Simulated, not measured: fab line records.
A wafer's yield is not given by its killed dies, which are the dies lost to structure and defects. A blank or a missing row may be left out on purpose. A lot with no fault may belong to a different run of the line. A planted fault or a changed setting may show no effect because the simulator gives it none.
A struck lot beside a sound one    flow n5 finfet    36 out of 1938 route steps
Sound: wafers L988.2, L988.3, L988.5. Struck: wafer L992.2 (left out: L992.5, L992.6 of the same lot, which were not struck); the cause appears at the end.
For every step that has rows: the tool of each side, followed by ch and its chambers, followed by its first start. Under that, the readings that differ: sound wafers    struck wafers    difference of the means    sigmas: that difference in standard deviations of wafers without a fault.
alike: same words and numbers on both sides, and readings whose means sit less than 2 such deviations apart. not compared: any withheld reading, any reading some wafer has no value for, any bound like >300 that may hide the same value, and any number with overlapping values for which the record gives no deviation.
Wherever a step has rows on one side only, a row that says differs or no value, or a row with sigmas, the two part there. Numbers that have no deviation but don't overlap get no sigmas and don't part them. A reading missing from all wafers of one side parts the sides only when that side holds two or more wafers.

first, 9 steps without rows for these wafers: N5_BEOL_M12_PRE_CLEAN_42 (time 30 s); N5_BEOL_M12_SPUTTER_43 (material TaN, target thk 15 nm, time 24.19 s); N5_BEOL_M12_SPUTTER_44 (material Ta, target thk 10 nm, time 16.13 s); N5_BEOL_M12_SPUTTER_45 (material Cu, target thk 80 nm, time 13.33 s); N5_BEOL_M12_ECD_47 (material Cu, target thk 720 nm); N5_BEOL_M12_ANNEAL_48 (time 90 s); N5_BEOL_M12_CMP_49 (polishes, stops on SiOC, t overpolish 20.6 s, target thk 320 nm); N5_BEOL_M12_PRE_CLEAN_52 (time 15 s); N5_BEOL_M12_DEP_53 (deposits SiCN from 3MS/NH3, target thk 30 nm, time 10.5 s).
N5_BEOL_M13_ILD_DEP_00: deposits SiOC from DEMS/O2, target thk 837.92 nm, time 166.4 s.
  sound on pecvd-02 ch 0,1, day 10 15:31; struck on pecvd-02 ch 0, day 12 08:10
reading                                        sound              struck  difference  sigmas
run length s (s)                               210.9 211.0 211.5  205.7   -5.4        -11
model.SiOC_of_BEOL_M13_ILD_DEP_00.thk nm (nm)  839 847.6 840.8    812.6   -29.9       
  alike: heater power outer w, heater power w, showerhead plenum p Torr, showerhead vpp V, throttle valve pct
then, 10 steps without rows for these wafers: N5_BEOL_M13_COAT_58 (time 60 s, resist thk 89 nm); N5_BEOL_M13_COAT_04 (resist thk 400 nm); N5_BEOL_M13_EBR_06; N5_BEOL_M13_SOFTBAKE_05 (time 60 s); N5_BEOL_M13_EXPOSE_07 (exposes mask V12); N5_BEOL_M13_PEB_08 (peb time 90 s); N5_BEOL_M13_DEVELOP_09 (develop time 45 s); N5_BEOL_M13_HARDBAKE_14 (time 120 s); N5_BEOL_M13_DESCUM_15 (chemistry O2, time 7.9 s); N5_BEOL_M13_ETCH_59 (etches BARC in N2/H2, target depth 89 nm, overetch 26.7 nm, time 67.9 s).
N5_BEOL_M13_VIA_ETCH_16: etches SiOC in C4F8/O2/Ar, target depth 921.7 nm.
  sound on rie diel-04 ch 0,2,3, day 10 16:12; struck on rie diel-02 ch 2, day 12 08:59
reading                                     sound            struck  difference  sigmas
drypump motor current A (A)                 5.7 5.4 5.5      6.7     +1.2        +2
model.etch.depth nm (nm)                    839 847.6 840.9  812.6   -29.9       
model.coat_of_BEOL_M13_COAT_04.thk nm (nm)  68.6 67.4 71     77.8    +8.8        
  alike: oes product au, rf vpp V, showerhead plenum p Torr, throttle valve pct
then, 13 steps without rows for these wafers: N5_BEOL_M13_STRIP_63 (strips in N2/H2); N5_BEOL_M13_STRIP_64 (strips in N2/H2); N5_BEOL_M13_STRIP_71 (strips in post etch residue remover, time 60 s); N5_BEOL_M13_SRD_72 (time 30 s, dry time 30 s); N5_BEOL_M13_COAT_65 (time 60 s, resist thk 350 nm); N5_BEOL_M13_COAT_66 (time 60 s, resist thk 110 nm); N5_BEOL_M13_COAT_22 (resist thk 300 nm); N5_BEOL_M13_EBR_24; N5_BEOL_M13_SOFTBAKE_23 (time 60 s); N5_BEOL_M13_EXPOSE_25 (exposes mask M13, target cd 210 nm); N5_BEOL_M13_PEB_26 (peb time 90 s); N5_BEOL_M13_DEVELOP_27 (develop time 45 s); N5_BEOL_M13_HARDBAKE_32 (time 120 s).
N5_BEOL_M13_CMP_49: polishes, stops on SiOC, t overpolish 17.1 s, target thk 420 nm.
  sound on cmp-03 ch 1,2,3, day 10 20:29; struck on cmp-02 ch 1, day 12 13:13
reading                                        sound            struck  difference  sigmas
barrier field endpoint s (s)                   31.1 29.9 32.3   29.1    -2.0        -2
model.SiOC_of_BEOL_M13_ILD_DEP_00.thk nm (nm)  781.8 790 783.2  756     -29         
  alike: clearing platen down force psi, edge zone pressure frac, motor current A, overpolish run s, platen rpm, retaining ring pressure frac
N5_PASSIVATION_PROBE_49:
  sound wafers here have rows in the record (prober-01, day 12 00:07); struck ones have none

WHERE THEY PART
Last at N5_PASSIVATION_PROBE_49 as far as this record goes, first at N5_BEOL_M13_ILD_DEP_00.

WHY: what the simulator had put in
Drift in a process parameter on pecvd-02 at N5_BEOL_M13_ILD_DEP_00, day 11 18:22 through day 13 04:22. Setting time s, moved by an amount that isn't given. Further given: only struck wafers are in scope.
